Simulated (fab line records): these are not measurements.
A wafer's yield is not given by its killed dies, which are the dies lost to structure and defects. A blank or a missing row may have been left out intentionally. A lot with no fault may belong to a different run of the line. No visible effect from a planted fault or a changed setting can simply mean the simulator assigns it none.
Chamber matching | flow nand harc | 3 sister chambers for NHARC_A_STAIRCASE_DEP_325 on pecvd-03
The step deposits SiO2, target thk 7200 nm. 6 wafers are shown with their chamber, then 10 later ones without.

## WAFERS WITH THEIR CHAMBER
wafer  | chamber | heater power w (W)
L081.5 | 2       | 437
L081.6 | 0       | 587
L083.1 | 2       | 532
L085.2 | 0       | 704
L089.1 | 1       | 650
L089.5 | 1       | 523

## WAFERS WHOSE CHAMBER IS MISSING
wafer  | heater power w (W)
L089.6 | 607
L091.4 | 514
L091.5 | 443
L091.6 | 589
L093.2 | 503
L093.5 | 430
L093.6 | 593
L097.2 | 585
L097.3 | 472
L097.4 | 606

## EACH ONE'S CHAMBER
wafer  | from the rows above          | in truth
L089.6 | can't be placed: 1 or 0 or 2 | 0
L091.4 | can't be placed: 2 or 1 or 0 | 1
L091.5 | can't be placed: 2 or 1      | 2
L091.6 | can't be placed: 1 or 0 or 2 | 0
L093.2 | can't be placed: 2 or 1 or 0 | 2
L093.5 | can't be placed: 2 or 1      | 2
L093.6 | can't be placed: 1 or 0 or 2 | 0
L097.2 | can't be placed: 1 or 0 or 2 | 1
L097.3 | can't be placed: 2 or 1      | 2
L097.4 | can't be placed: 1 or 0 or 2 | 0
Correct placement for 0 of the 10. Can't be placed from these rows: 10 (the true chamber is among the candidates in 10). 0 placed wrongly.
How it was worked out, from the rows above alone: a wafer's distance from a chamber is the root of the sum, over the readings, of the square of ((its reading less the chamber's mean) divided by the reading's scatter). The wafer belongs to the nearest chamber; if the next one is less than 2 further off, it can't be placed. For every chamber, the mean is computed from those of its wafers that are shown. The scatter: take each reading less its chamber's mean, square it, sum over the shown wafers, divide by the number of wafers less the number of chambers, and take the root.
